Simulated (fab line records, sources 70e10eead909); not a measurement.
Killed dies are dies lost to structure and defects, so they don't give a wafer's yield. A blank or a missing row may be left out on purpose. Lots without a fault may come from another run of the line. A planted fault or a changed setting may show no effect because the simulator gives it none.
Chamber matching | flow nand_harc | NHARC_P_STI_ETCH_15 on rie_si-06: 4 sister chambers
The step etches the open film in HBr/Cl2, target depth 300 nm, time 100.1 s. 4 wafers are shown with their chamber, then 8 later ones without.

WAFERS WITH THEIR CHAMBER
wafer  | chamber | drypump_motor_current_A (A)
L083.1 | 2       | 6.0
L084.1 | 3       | 5.8
L084.2 | 0       | 5.4
L085.1 | 1       | 5.5

WAFERS WITHOUT THEIR CHAMBER
wafer  | drypump_motor_current_A (A)
L085.3 | 5.4
L085.4 | 5.4
L089.2 | 5.9
L089.5 | 5.5
L089.6 | 5.4
L096.1 | 5.8
L096.2 | 5.4
L096.6 | 5.5

WHICH CHAMBER EACH WENT THROUGH
wafer  | from the rows above     | in truth
L085.3 | 0                       | 0
L085.4 | 0                       | 0
L089.2 | can't be placed: 2 or 3 | 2
L089.5 | 1                       | 1
L089.6 | 0                       | 0
L096.1 | 3                       | 3
L096.2 | 0                       | 0
L096.6 | 1                       | 1
Placed correctly: 7 of 8. Can't be placed from these rows: 1 (the true chamber is among the candidates in 1). Placed wrongly: 0.
How it was worked out, from the rows above alone: a wafer's distance from a chamber is the root of the sum, over the readings, of the square of ((its reading less the chamber's mean) divided by the reading's scatter). The wafer belongs to the nearest chamber; if the next one is less than 2 further off, it can't be placed. A chamber's mean is the mean of its shown wafers. The scatter: with one shown wafer a chamber, the root of the mean of the squares of how far each hidden wafer lies from its nearest shown one.
